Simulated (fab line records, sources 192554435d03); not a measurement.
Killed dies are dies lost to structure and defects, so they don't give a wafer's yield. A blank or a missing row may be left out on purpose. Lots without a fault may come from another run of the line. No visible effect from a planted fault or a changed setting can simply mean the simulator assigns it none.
One fault through the eyes of 2 desks :: flow n5_finfet :: every desk sees just its own numbers, and what lay behind them comes last

AT THE TOOL OWNER'S DESK: pecvd-04
The tool's own readings at N5_BEOL_M7_DEP_56 (deposits SiCN from 3MS/NH3, target thk 10 nm, time 17.5 s): means of the sampled wafers that have a number, for each lot that ran on this tool. Any lot whose mean is over 4 standard deviations away from the usual mean is out of limits and marked OUT; that distance is given in the brackets.
Columns: A = showerhead_plenum_p_Torr at N5_BEOL_M7_DEP_56, usual 3.669 Torr; B = throttle_valve_pct at N5_BEOL_M7_DEP_56, usual 9.2 %
lot: L542
first seen here: day 9 19:02
A: 3.670
B: 9.1

lot: L553
first seen here: day 13 14:55
A: 3.658
B: 8.9

lot: L551
first seen here: day 13 15:19
A: 3.674
B: 9.1
Finding of this desk: none of the 3 lots has anything out of limits.

FROM THE METROLOGY DESK
Means of the sampled wafers that have a number, per lot and without regard to the tool the lot ran on: this is what the gauges read. Any lot whose mean is over 4 standard deviations away from the usual mean is out of limits and marked OUT; that distance is given in the brackets.
Columns: A = M7_THK at N5_BEOL_M7_THK_MEAS_53, usual 79.0 nm; B = M7_RS at N5_BEOL_M7_RS_MEAS_57, usual 0.289 ohm/sq
lot: L542
first seen here: day 9 18:55
A: 80.3
B: 0.283

lot: L544
first seen here: day 10 05:40
A: 82.1
B: 0.277

lot: L553
first seen here: day 13 14:51
A: 76.8
B: 0.293

lot: L551
first seen here: day 13 15:15
A: 78.1
B: 0.293

lot: L561
first seen here: day 14 21:35
A: 80.8
B: 0.280

lot: L563
first seen here: day 15 05:16
A: 79.5
B: 0.288
Finding of this desk: none of the 6 lots has anything out of limits.

BROUGHT TOGETHER
Nothing out of limits was seen by the tool owner's desk.
The metrology desk saw nothing out of limits.

WHAT THE SIMULATOR PUT IN
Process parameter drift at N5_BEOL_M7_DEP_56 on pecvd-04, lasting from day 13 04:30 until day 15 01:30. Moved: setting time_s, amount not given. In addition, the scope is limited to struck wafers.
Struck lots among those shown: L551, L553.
